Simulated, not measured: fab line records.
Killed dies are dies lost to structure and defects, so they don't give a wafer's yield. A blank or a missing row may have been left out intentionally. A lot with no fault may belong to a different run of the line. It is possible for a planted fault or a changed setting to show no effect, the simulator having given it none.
Lot-split experiment | flow n5Finfet | on a route of 1938 steps: 7 lots, 39 wafers read

ABOUT THE SPLIT
At N5_GATE_CUT_ETCH_58 (etches SiNx in CH3F/O2, target depth 17 nm, time 128.6 s), the setting biasW was moved away from the recipe's 21 W on 18 of the 39 wafers read, by -15.5% to +13.2%. This setting was run at the recipe's value on the other wafers.

The reading comes from the split's own step.

THE READING
rfVppV, in V, at N5_GATE_CUT_ETCH_58 (etches SiNx in CH3F/O2, target depth 17 nm, time 128.6 s). On this fab line, fault-free wafers typically give 99.0 V with a standard deviation of 0.9 V.

wafer  | tool, chamber at the split | biasW as run, W | against the recipe | rfVppV, V | against lot-mates on the recipe
L075.1 | rieDiel-05, 0              | 19.6            | -6.7%              | 93.2      | -5.3
L075.2 | rieDiel-05, 1              | 21              | recipe             | 98.3      | -
L075.3 | rieDiel-05, 2              | 19.6            | -6.7%              | 95.1      | -3.4
L075.4 | rieDiel-05, 3              | 19.6            | -6.7%              | 95.5      | -3.0
L075.5 | rieDiel-05, 3              | 21              | recipe             | 98.5      | -
L075.6 | rieDiel-05, 0              | 21              | recipe             | 98.6      | -
L085.1 | rieDiel-03, 1              | 22.9            | +9.0%              | 104.1     | +5.3
L085.2 | rieDiel-03, 0              | 22.9            | +9.0%              | 105.9     | +7.1
L085.3 | rieDiel-03, 3              | 21              | recipe             | 98.9      | -
L085.4 | rieDiel-03, 2              | 22.9            | +9.0%              | 103.8     | +5.0
L085.5 | rieDiel-03, 1              | 21              | recipe             | 98.9      | -
L085.6 | rieDiel-03, 2              | 21              | recipe             | 98.5      | -
L086.1 | rieDiel-03, 1              | 23.77           | +13.2%             | 107.6     | +8.6
L086.2 | rieDiel-03, 3              | 21              | recipe             | 99.2      | -
L086.3 | rieDiel-03, 2              | 21              | recipe             | 99.7      | -
L086.4 | rieDiel-03, 0              | 23.77           | +13.2%             | 108.3     | +9.3
L086.5 | rieDiel-03, 3              | 23.77           | +13.2%             | 108.5     | +9.5
L086.6 | rieDiel-03, 0              | 21              | recipe             | 98.1      | -
L090.1 | rieDiel-04, 2              | 21              | recipe             | 99.0      | -
L090.2 | rieDiel-04, 0              | 21              | recipe             | 98.9      | -
L090.3 | rieDiel-04, 1              | 19.83           | -5.6%              | 95.8      | -3.4
L090.4 | rieDiel-04, 3              | 21              | recipe             | 99.8      | -
L090.5 | rieDiel-04, 0              | 19.83           | -5.6%              | 95.8      | -3.4
L090.6 | rieDiel-04, 1              | 19.83           | -5.6%              | 95.3      | -3.9
L092.1 | rieDiel-05, 1              | 21              | recipe             | 99.7      | -
L092.2 | rieDiel-05, 0              | 17.74           | -15.5%             | 88.3      | -10.4
L092.3 | rieDiel-05, 2              | 17.74           | -15.5%             | 89.1      | -9.6
L092.4 | rieDiel-05, 3              | 17.74           | -15.5%             | 88.9      | -9.8
L092.5 | rieDiel-05, 2              | 21              | recipe             | 98.8      | -
L092.6 | rieDiel-05, 3              | 21              | recipe             | 97.7      | -
L093.1 | rieDiel-05, 0              | 21              | recipe             | 97.6      | -
L093.3 | rieDiel-05, 2              | 21              | recipe             | 97.6      | -
L093.6 | rieDiel-05, 3              | 21              | recipe             | 99.8      | -
L096.1 | rieDiel-04, 1              | 18.65           | -11.2%             | 91.2      | -8.4
L096.2 | rieDiel-04, 2              | 21              | recipe             | 98.8      | -
L096.3 | rieDiel-04, 0              | 18.65           | -11.2%             | 92.9      | -6.7
L096.4 | rieDiel-04, 3              | 21              | recipe             | 99.8      | -
L096.5 | rieDiel-04, 2              | 21              | recipe             | 100.3     | -
L096.6 | rieDiel-04, 3              | 18.65           | -11.2%             | 93.0      | -6.6

THE FIT
A straight line over all 39 wafers: rfVppV changes by +0.649 V for each +1% of biasW; r = +0.99; the points scatter about the line by 0.8 V.
The same after taking each lot's own level away (the mean of its wafers on the recipe; 39 wafers): +0.655 V for each +1%; r = +0.99; scatter 0.7 V.
On that fit, the largest move of biasW shifts the reading by 10 V.
Across the lots, their own levels run from 98.33 to 99.63 V, a range of 1.4 times the standard deviation given above.
Hence the lot-to-lot level has little effect on the slope; both slopes agree.
Check: with one of the wafers moved furthest among these (-15.5%) left out of the fit, the line predicts -10 V for it against its lot-mates. It came out at -10.4 V against them.
Tool readings at the split's step, against how far the setting was moved: rfVppV r = +0.99.

FURTHER SPLITS ON THESE WAFERS
These wafers also went through other splits before the reading. Each is held against what the fit with the lots' levels taken away leaves over:
other split on the same wafers     | wafers away from the commonest value | r with rfVppV (lot level and that fit taken away)
N5_FIN_SAQP_MANDREL_ETCH_22 icpW   | 18                                   | +0.28
N5_DUMMY_GATE_ETCH_31 targetDepthA | 15                                   | +0.04
N5_DUMMY_GATE_ETCH_32 timeS        | 9                                    | -0.14
N5_SD_EPI_P_EPI_21 timeS           | 15                                   | +0.00

FILE'S OWN FIT
rfVppV changes by +0.653 V for each +1% of biasW, r = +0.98.
